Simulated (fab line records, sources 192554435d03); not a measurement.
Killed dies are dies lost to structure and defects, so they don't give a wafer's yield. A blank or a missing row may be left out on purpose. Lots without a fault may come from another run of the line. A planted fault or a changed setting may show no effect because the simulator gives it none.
Split-lot experiment | flow n5_finfet | 7 lots, 21 wafers read, on a route of 1938 steps

THE SPLIT
At N5_SD_EPI_N_ETCH_16 (etches SiO2 in CHF3/O2, target depth 5 nm), the setting target_depth_a was moved away from the recipe's 50 angstrom on 6 of the 21 wafers read, by -8.7% to -3.5%. The other wafers ran this setting at the recipe's value.

The reading is taken at the split's own step.

THE READING
etch.depth_nm (the simulator's own value, which no gauge read), in nm, at N5_SD_EPI_N_ETCH_16 (etches SiO2 in CHF3/O2, target depth 5 nm). The file gives no usual value for it. The 15 wafers here that ran the recipe average 4.988 nm, standard deviation 0.07 nm.

wafer  | tool, chamber at the split | target_depth_a as run, angstrom | against the recipe | etch.depth_nm, nm | against lot-mates on the recipe
L076.2 | rie_diel-01, 0             | 50                              | recipe             | 4.928             | -
L076.4 | rie_diel-01, 2             | 50                              | recipe             | 4.924             | -
L076.6 | rie_diel-01, 1             | 48.24                           | -3.5%              | 4.774             | -0.152
L077.2 | rie_diel-06, 0             | 50                              | recipe             | 5.001             | -
L077.3 | rie_diel-06, 1             | 50                              | recipe             | 4.941             | -
L077.5 | rie_diel-06, 2             | 50                              | recipe             | 4.881             | -
L078.1 | rie_diel-05, 2             | 46.53                           | -6.9%              | 4.656             | -0.349
L078.3 | rie_diel-05, 1             | 50                              | recipe             | 5.005             | -
L078.5 | rie_diel-05, 0             | 46.53                           | -6.9%              | 4.682             | -0.323
L079.3 | rie_diel-06, 1             | 50                              | recipe             | 4.947             | -
L079.4 | rie_diel-06, 0             | 50                              | recipe             | 5.055             | -
L079.6 | rie_diel-06, 1             | 50                              | recipe             | 4.966             | -
L083.2 | rie_diel-01, 0             | 45.89                           | -8.2%              | 4.521             | -0.443
L083.3 | rie_diel-01, 3             | 45.89                           | -8.2%              | 4.7               | -0.264
L083.6 | rie_diel-01, 1             | 50                              | recipe             | 4.964             | -
L093.2 | rie_diel-01, 1             | 50                              | recipe             | 5.063             | -
L093.4 | rie_diel-01, 0             | 50                              | recipe             | 4.918             | -
L093.6 | rie_diel-01, 0             | 45.65                           | -8.7%              | 4.504             | -0.487
L096.2 | rie_diel-01, 1             | 50                              | recipe             | 5.136             | -
L096.3 | rie_diel-01, 0             | 50                              | recipe             | 4.999             | -
L096.6 | rie_diel-01, 3             | 50                              | recipe             | 5.099             | -

THE FIT
A straight line over all 21 wafers: etch.depth_nm changes by +0.0487 nm for each +1% of target_depth_a; r = +0.92; the points scatter about the line by 0.072 nm.
The same after taking each lot's own level away (the mean of its wafers on the recipe; 21 wafers): +0.0478 nm for each +1%; r = +0.95; scatter 0.056 nm.
On that fit, the largest move of target_depth_a shifts the reading by 0.42 nm.
The lots' own levels span 4.9260 to 5.0780 nm, that is 2.2 times the standard deviation above.
So the lot-to-lot level changes the slope little: the two slopes agree.
Check: with one of the wafers moved furthest among these (-8.7%) left out of the fit, the line predicts -0.393 nm for it against its lot-mates. It came out at -0.487 nm against them.

OTHER SPLITS ON THESE WAFERS
These wafers also went through other splits before the reading. Each is held against what the fit with the lots' levels taken away leaves over:
other split on the same wafers | wafers away from the commonest value | r with etch.depth_nm (lot level and that fit taken away)
N5_FIN_CUT_COAT_19 spin_rpm    | 11                                   | -0.10

THE FILE'S OWN FIT
etch.depth_nm changes by +0.0491 nm for each +1% of target_depth_a, r = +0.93.
